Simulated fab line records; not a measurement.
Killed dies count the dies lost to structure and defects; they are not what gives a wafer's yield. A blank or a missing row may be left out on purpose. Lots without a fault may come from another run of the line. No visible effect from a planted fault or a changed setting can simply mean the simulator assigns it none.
Which of the tools did it? | flow nand_harc | 24 lots with 72 wafers sampled at 5 steps, on a route of 1159 steps

== WHAT EACH GAUGE READ, for each wafer ==
NHARC_P_STI_OCD_MEAS_43.
lot  | measured    | on     | trench_depth_nm (nm) | trench_foot_cd_nm (nm)
L074 | day 2 12:23 | ocd-02 | 303 303 304          | 156.0 155.3 158.6
L076 | day 3 03:12 | ocd-01 | 296 300 298          | 165.5 158.7 158.1
L077 | day 3 03:14 | ocd-02 | 302 301 307          | 159.2 163.0 159.0
L078 | day 3 10:29 | ocd-02 | 299 300 304          | 157.8 159.6 157.5
L075 | day 3 10:40 | ocd-01 | 302 303 299          | 156.9 154.5 161.6
L079 | day 3 19:22 | ocd-01 | 301 302 300          | 159.4 157.4 156.9
L080 | day 4 00:14 | ocd-01 | 308 307 307          | 158.8 156.8 159.2
L081 | day 4 07:29 | ocd-02 | 305 307 308          | 157.8 157.5 154.2
L082 | day 4 12:31 | ocd-02 | 296 289 292          | 159.3 162.2 158.5
L083 | day 4 20:30 | ocd-02 | 295 303 299          | 156.1 160.8 154.5
L085 | day 5 05:05 | ocd-02 | 300 301 300          | 157.1 161.3 158.5
L084 | day 5 05:08 | ocd-01 | 304 303 304          | 155.6 157.0 156.1
L087 | day 5 17:53 | ocd-01 | 292 300 292          | 152.9 157.5 160.7
L086 | day 5 18:06 | ocd-02 | 302 301 302          | 154.5 159.9 158.1
L088 | day 6 01:59 | ocd-02 | 295 297 294          | 156.9 155.4 160.5
L089 | day 6 07:47 | ocd-02 | 300 299 298          | 160.7 157.1 155.6
L090 | day 6 14:14 | ocd-02 | 306 302 306          | 159.1 155.3 152.4
L091 | day 6 18:01 | ocd-02 | 309 297 309          | 154.7 158.9 157.0
L092 | day 7 02:58 | ocd-01 | 292 298 299          | 159.2 159.7 157.4
L093 | day 7 03:01 | ocd-02 | 298 302 303          | 161.6 158.1 156.9
L094 | day 7 12:32 | ocd-01 | 304 301 303          | 159.5 156.0 160.4
L095 | day 7 19:19 | ocd-02 | 297 305 299          | 162.2 152.4 159.0
L096 | day 8 00:05 | ocd-02 | 302 299 302          | 158.1 158.3 158.0
L097 | day 8 07:08 | ocd-02 | 303 309 304          | 162.1 161.7 158.6

NHARC_P_M1_INSPECT_11.
lot  | measured     | on                | raw_defect_count
L074 | day 5 18:44  | defect_inspect-02 | 4 2 3
L076 | day 6 19:38  | defect_inspect-02 | 5 4 4
L077 | day 6 18:59  | defect_inspect-02 | 2 6 2
L078 | day 6 22:39  | defect_inspect-02 | 4 0 1
L075 | day 6 22:49  | defect_inspect-02 | 6 5 6
L079 | day 7 13:43  | defect_inspect-02 | 2 3 2
L080 | day 7 16:25  | defect_inspect-02 | 8 8 5
L081 | day 7 17:34  | defect_inspect-02 | 3 6 5
L082 | day 7 21:55  | defect_inspect-01 | 5 4 1
L083 | day 8 11:10  | defect_inspect-01 | 7 6 2
L085 | day 9 14:08  | defect_inspect-01 | 3 1 1
L084 | day 9 04:37  | defect_inspect-01 | 8 10 7
L087 | day 9 04:02  | defect_inspect-01 | 2 3 1
L086 | day 9 04:23  | defect_inspect-01 | 3 1 5
L088 | day 9 19:53  | defect_inspect-02 | 6 4 1
L089 | day 9 20:29  | defect_inspect-02 | 4 2 1
L090 | day 9 23:46  | defect_inspect-01 | 4 5 2
L091 | day 10 03:38 | defect_inspect-01 | 5 0 4
L092 | day 10 13:29 | defect_inspect-01 | 2 3 2
L093 | day 10 12:50 | defect_inspect-01 | 2 3 3
L094 | day 10 19:01 | defect_inspect-01 | 4 3 4
L095 | day 11 06:58 | defect_inspect-01 | 4 3 5
L096 | day 11 06:17 | defect_inspect-02 | 4 8 6
L097 | day 12 05:50 | defect_inspect-02 | 2 6 3

== EACH LOT AND THE TOOL THAT RAN IT (in order: tool; ch and the chambers of the sampled wafers; start) ==
lot  | NHARC_P_GATE_DEGAS_109       | NHARC_P_CONTACT_PVD_32                  | NHARC_P_M0_CMP_23
L074 | pvd_sputter-01, day 5 07:41  | pvd_sputter-02, day 5 16:44 or earlier  | cmp-01 ch 0,1, day 5 16:44
L076 | pvd_sputter-02, day 6 01:55  | pvd_sputter-02, day 6 17:37 or earlier  | cmp-01 ch 0,2,3, day 6 17:37
L077 | pvd_sputter-02, day 6 01:22  | pvd_sputter-03, day 6 17:03 or earlier  | cmp-03 ch 0,1,3, day 6 17:03
L078 | pvd_sputter-02, day 6 11:32  | pvd_sputter-02, day 6 20:41 or earlier  | cmp-04 ch 0,1, day 6 20:41
L075 | pvd_sputter-03, day 6 11:59  | pvd_sputter-03, day 6 20:55 or earlier  | cmp-03 ch 1,2,3, day 6 20:55
L079 | pvd_sputter-01, day 6 20:28  | pvd_sputter-01, day 7 11:43 or earlier  | cmp-01 ch 0,1,2, day 7 11:43
L080 | pvd_sputter-02, day 7 05:33  | pvd_sputter-03, day 7 14:28 or earlier  | cmp-01 ch 0,3, day 7 14:28
L081 | pvd_sputter-02, day 7 06:23  | pvd_sputter-02, day 7 15:35 or earlier  | cmp-04 ch 2,3, day 7 15:35
L082 | pvd_sputter-03, day 7 10:58  | pvd_sputter-03, day 7 20:02 or earlier  | cmp-03 ch 0,1,3, day 7 20:02
L083 | pvd_sputter-02, day 7 21:21  | pvd_sputter-03, day 8 09:19 or earlier  | cmp-03 ch 0,3, day 8 09:19
L085 | pvd_sputter-03, day 8 21:42  | pvd_sputter-01, day 9 12:16 or earlier  | cmp-01 ch 0,2, day 9 12:16
L084 | pvd_sputter-02, day 8 16:16  | pvd_sputter-01, day 9 02:39 or earlier  | cmp-01 ch 0,1,2, day 9 02:39
L087 | pvd_sputter-03, day 8 15:08  | pvd_sputter-01, day 9 02:04 or earlier  | cmp-01 ch 1,2, day 9 02:04
L086 | pvd_sputter-01, day 8 15:57  | pvd_sputter-02, day 9 02:22 or earlier  | cmp-03 ch 0,1,3, day 9 02:22
L088 | pvd_sputter-02, day 9 00:17  | pvd_sputter-02, day 9 17:33 or earlier  | cmp-03 ch 0,2,3, day 9 17:33
L089 | pvd_sputter-01, day 9 01:49  | pvd_sputter-03, day 9 18:10 or earlier  | cmp-01 ch 0,1, day 9 18:10
L090 | pvd_sputter-02, day 9 11:52  | pvd_sputter-02, day 9 21:46 or earlier  | cmp-04 ch 0,1,2, day 9 21:46
L091 | pvd_sputter-03, day 9 16:25  | pvd_sputter-01, day 10 01:17 or earlier | cmp-03 ch 0,1, day 10 01:17
L092 | pvd_sputter-03, day 10 02:24 | pvd_sputter-01, day 10 11:31 or earlier | cmp-01 ch 0,2,3, day 10 11:31
L093 | pvd_sputter-03, day 10 01:28 | pvd_sputter-01, day 10 10:52 or earlier | cmp-03 ch 1,3, day 10 10:52
L094 | pvd_sputter-01, day 10 07:49 | pvd_sputter-02, day 10 17:02 or earlier | cmp-04 ch 2,3, day 10 17:02
L095 | pvd_sputter-03, day 10 16:07 | pvd_sputter-03, day 11 04:49 or earlier | cmp-03 ch 0,1,2, day 11 04:49
L096 | pvd_sputter-01, day 10 15:26 | pvd_sputter-03, day 11 04:16 or earlier | cmp-03 ch 0,2,3, day 11 04:16
L097 | pvd_sputter-02, day 11 10:02 | pvd_sputter-03, day 12 03:52 or earlier | cmp-01 ch 0,1,2, day 12 03:52
- NHARC_P_GATE_DEGAS_109: time 60 s.
- NHARC_P_CONTACT_PVD_32: deposits Ti, target thk 5 nm, time 17.7 s.
- NHARC_P_M0_CMP_23: polishes, t overpolish 20 s, target thk 117.53 nm.

== WHAT THE TOOLS THEMSELVES READ (means of the sampled wafers that have a number; where no wafer has one, the mark that the record gives instead) ==
NHARC_P_GATE_DEGAS_109.
lot  | tool           | heater_power_w (W)
L074 | pvd_sputter-01 | 453
L076 | pvd_sputter-02 | 588
L077 | pvd_sputter-02 | 604
L078 | pvd_sputter-02 | 523
L075 | pvd_sputter-03 | 494
L079 | pvd_sputter-01 | 497
L080 | pvd_sputter-02 | 454
L081 | pvd_sputter-02 | 459
L082 | pvd_sputter-03 | 492
L083 | pvd_sputter-02 | 514
L085 | pvd_sputter-03 | 505
L084 | pvd_sputter-02 | 520
L087 | pvd_sputter-03 | 483
L086 | pvd_sputter-01 | 512
L088 | pvd_sputter-02 | 552
L089 | pvd_sputter-01 | 504
L090 | pvd_sputter-02 | 446
L091 | pvd_sputter-03 | 519
L092 | pvd_sputter-03 | 474
L093 | pvd_sputter-03 | 542
L094 | pvd_sputter-01 | 504
L095 | pvd_sputter-03 | 524
L096 | pvd_sputter-01 | 503
L097 | pvd_sputter-02 | 507

NHARC_P_CONTACT_PVD_32.
lot  | tool           | throttle_valve_pct (%)
L074 | pvd_sputter-02 | 29.7
L076 | pvd_sputter-02 | 29.3
L077 | pvd_sputter-03 | 30.6
L078 | pvd_sputter-02 | 29.7
L075 | pvd_sputter-03 | 29.8
L079 | pvd_sputter-01 | 29.2
L080 | pvd_sputter-03 | 30.0
L081 | pvd_sputter-02 | 29.8
L082 | pvd_sputter-03 | 30.1
L083 | pvd_sputter-03 | 30.1
L085 | pvd_sputter-01 | 29.0
L084 | pvd_sputter-01 | 29.8
L087 | pvd_sputter-01 | 29.2
L086 | pvd_sputter-02 | 28.9
L088 | pvd_sputter-02 | 29.8
L089 | pvd_sputter-03 | 30.0
L090 | pvd_sputter-02 | 29.2
L091 | pvd_sputter-01 | 30.2
L092 | pvd_sputter-01 | 29.0
L093 | pvd_sputter-01 | 28.9
L094 | pvd_sputter-02 | 29.9
L095 | pvd_sputter-03 | 30.7
L096 | pvd_sputter-03 | 30.6
L097 | pvd_sputter-03 | 29.9

NHARC_P_M0_CMP_23.
lot  | tool   | edge_zone_pressure_frac | motor_current_A (A) | time_to_endpoint_s (s)
L074 | cmp-01 | 0.993                   | 13.5                | 28.6
L076 | cmp-01 | 0.996                   | 12.3                | 27.9
L077 | cmp-03 | 1.000                   | 11.0                | 34.3
L078 | cmp-04 | 1.003                   | 11.4                | 28.7
L075 | cmp-03 | 1.000                   | 11.8                | 32.1
L079 | cmp-01 | 1.000                   | 12.9                | 30.1
L080 | cmp-01 | 1.007                   | 12.1                | 32.2
L081 | cmp-04 | 1.000                   | 12.3                | 31.8
L082 | cmp-03 | 0.997                   | 11.0                | 29.7
L083 | cmp-03 | 0.999                   | 11.3                | 32.6
L085 | cmp-01 | 1.002                   | 12.5                | 27.2
L084 | cmp-01 | 1.002                   | 12.9                | 27.6
L087 | cmp-01 | 0.999                   | 13.1                | 27.8
L086 | cmp-03 | 1.003                   | 10.4                | 31.6
L088 | cmp-03 | 1.002                   | 11.9                | 26.1
L089 | cmp-01 | 0.996                   | 12.6                | 25.2
L090 | cmp-04 | 1.003                   | 12.4                | 28.6
L091 | cmp-03 | 0.999                   | 10.3                | 27.4
L092 | cmp-01 | 0.999                   | 12.3                | 30.0
L093 | cmp-03 | 1.002                   | 11.5                | 29.4
L094 | cmp-04 | 0.999                   | 11.9                | 28.9
L095 | cmp-03 | 1.000                   | 11.4                | 26.8
L096 | cmp-03 | 0.998                   | 11.4                | 27.7
L097 | cmp-01 | 1.001                   | 12.7                | 26.6

== THE ANSWER, worked out from the rows above alone ==
Rule: the usual values come from the lots themselves. The widest of any qualifying gaps counts: lots, ordered by their means at a reading, are off when they make up no more than a third of the lots, leave a main group of 4 or more, and stand apart from it by 3 or more times the standard deviation of that group's means. The tables above print the reading to a certain number of digits; a main group whose means all agree to those digits is not used. Also off: a lot with no number at a reading for which 4 or more lots have one. All remaining lots with rows at the step are treated as sound. Order of review: gauges by route order, followed by the tools' own readings, for which a lot's mean as printed above is used. At the first step where some lot is off, the reading lying furthest off is the one used; lots without a number count as furthest.
No lot is off on any of the readings shown, so nothing can be concluded from this.

== WHAT HAD BEEN PUT IN BY THE SIMULATOR ==
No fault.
